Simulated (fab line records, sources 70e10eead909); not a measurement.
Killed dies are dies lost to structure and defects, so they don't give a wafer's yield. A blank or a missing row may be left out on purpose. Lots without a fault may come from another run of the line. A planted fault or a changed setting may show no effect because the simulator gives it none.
Chamber matching | flow nand_harc | NHARC_A_CHANNEL_FILL_D1_ETCHBACK_08 on rie_diel-03: 4 sister chambers
The step etches the open film in C4F8, target depth 220 nm, time 110 s. 16 wafers are shown with their chamber, then 8 later ones without.

WAFERS WITH THEIR CHAMBER
wafer  | chamber | rf_vpp_V (V) | rf_fwd_power_W (W) | oes_product_au (a.u.)
L477.1 | 0       | 441.2        | 596.8              | 0.98
L477.4 | 3       | 443.7        | 594.7              | 0.99
L477.6 | 0       | 441.0        | 596.8              | 0.97
L478.2 | 0       | 440.0        | 595.1              | 0.98
L478.3 | 1       | 439.4        | 596.1              | 1.00
L478.6 | 2       | 436.0        | 592.4              | 0.98
L480.2 | 2       | 438.5        | 593.0              | 0.92
L480.5 | 0       | 441.6        | 598.1              | 0.91
L480.6 | 3       | 444.9        | 596.3              | 0.92
L482.2 | 3       | 444.0        | 598.3              | 0.92
L482.3 | 2       | 438.5        | 589.3              | 0.93
L482.5 | 0       | 441.4        | 594.9              | 0.90
L493.2 | 1       | 439.9        | 596.3              | 0.91
L493.3 | 0       | 440.6        | 597.2              | 0.90
L493.6 | 3       | 443.4        | 595.7              | 0.92
L494.2 | 3       | 442.7        | 597.1              | 0.99

SIGNATURES (means of the wafers above)
reading        | chamber 0 | chamber 1 | chamber 2 | chamber 3 | scatter within a chamber
rf_vpp_V       | 440.967   | 439.650   | 437.667   | 443.740   | 0.847
rf_fwd_power_W | 596.483   | 596.200   | 591.567   | 596.420   | 1.39
oes_product_au | 0.9400    | 0.9550    | 0.9433    | 0.9480    | 0.041
Rule: a wafer's distance from a chamber is the root of the sum, over the readings, of the square of ((its reading less the chamber's mean) divided by the reading's scatter). The wafer belongs to the nearest chamber; if the next one is less than 2 further off, it can't be placed. The scatter: the root of (the sum of the squares of (reading less its chamber's mean) over the shown wafers, divided by (wafers less chambers)).

WAFERS WITHOUT THEIR CHAMBER
wafer  | rf_vpp_V (V) | rf_fwd_power_W (W) | oes_product_au (a.u.)
L494.3 | 438.2        | 596.6              | 0.99
L494.6 | 444.2        | 594.8              | 0.98
L496.1 | 438.2        | 590.4              | 0.91
L496.2 | 442.5        | 598.1              | 0.91
L496.4 | 444.6        | 595.2              | 0.93
L498.1 | 439.0        | 598.8              | 0.92
L498.3 | 441.2        | 598.0              | 0.91
L498.4 | 438.7        | 591.8              | 0.92

WHICH CHAMBER EACH WENT THROUGH
wafer  | from the rows above          | in truth
L494.3 | can't be placed: 1 or 0 or 2 | 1
L494.6 | 3                            | 3
L496.1 | 2                            | 2
L496.2 | can't be placed: 3 or 0 or 1 | 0
L496.4 | 3                            | 3
L498.1 | can't be placed: 1 or 0      | 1
L498.3 | can't be placed: 0 or 1 or 3 | 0
L498.4 | 2                            | 2
Placed correctly: 4 of 8. Can't be placed from these rows: 4 (the true chamber is among the candidates in 4). Placed wrongly: 0.
